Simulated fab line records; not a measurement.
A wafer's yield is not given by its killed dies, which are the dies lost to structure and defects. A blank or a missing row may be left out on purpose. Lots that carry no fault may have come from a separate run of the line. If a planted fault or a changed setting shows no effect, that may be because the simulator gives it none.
Chamber matching -- flow n5_finfet -- N5_BEOL_M3_DEP_57 on pecvd-01 has 3 sister chambers
The step deposits SiCN from 3MS/NH3, target thk 8 nm, time 14 s. 6 wafers are shown with their chamber, then 9 later ones without.

== EACH WAFER AND ITS CHAMBER ==
wafer,chamber,showerhead_plenum_p_Torr (Torr),rf_fwd_power_W (W)
L088.2,0,3.667,201.2
L088.5,2,3.679,202.4
L093.5,0,3.669,199.7
L094.2,1,3.651,198.9
L094.3,2,3.669,200.9
L094.5,1,3.649,197.6

== WAFERS MISSING THEIR CHAMBER ==
wafer,showerhead_plenum_p_Torr (Torr),rf_fwd_power_W (W)
L095.1,3.680,200.7
L095.4,3.663,199.5
L095.6,3.671,200.2
L096.2,3.686,200.8
L096.4,3.670,200.7
L096.5,3.654,198.8
L097.3,3.648,197.1
L097.5,3.679,200.3
L097.6,3.648,197.8

== WHICH CHAMBER EACH WENT THROUGH ==
wafer,from the rows above,in truth
L095.1,can't be placed: 2 or 0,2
L095.4,can't be placed: 0 or 1 or 2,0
L095.6,can't be placed: 0 or 2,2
L096.2,can't be placed: 2 or 0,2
L096.4,can't be placed: 0 or 2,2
L096.5,1,1
L097.3,1,1
L097.5,can't be placed: 2 or 0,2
L097.6,1,1
Correctly placed: 3 of 9. Cannot be placed on the basis of these rows: 6; the candidates contain the true chamber in 6. Placed wrongly: 0.
How it was worked out, from the rows above alone: a wafer's distance from a chamber is the root of the sum, over the readings, of the square of ((its reading less the chamber's mean) divided by the reading's scatter). The wafer belongs to the nearest chamber; if the next one is less than 2 further off, it can't be placed. A chamber's mean is the mean of its shown wafers. How the scatter is found: for the shown wafers, subtract from each reading the mean of its chamber, square and add these, divide the total by (wafers less chambers), then take the root.
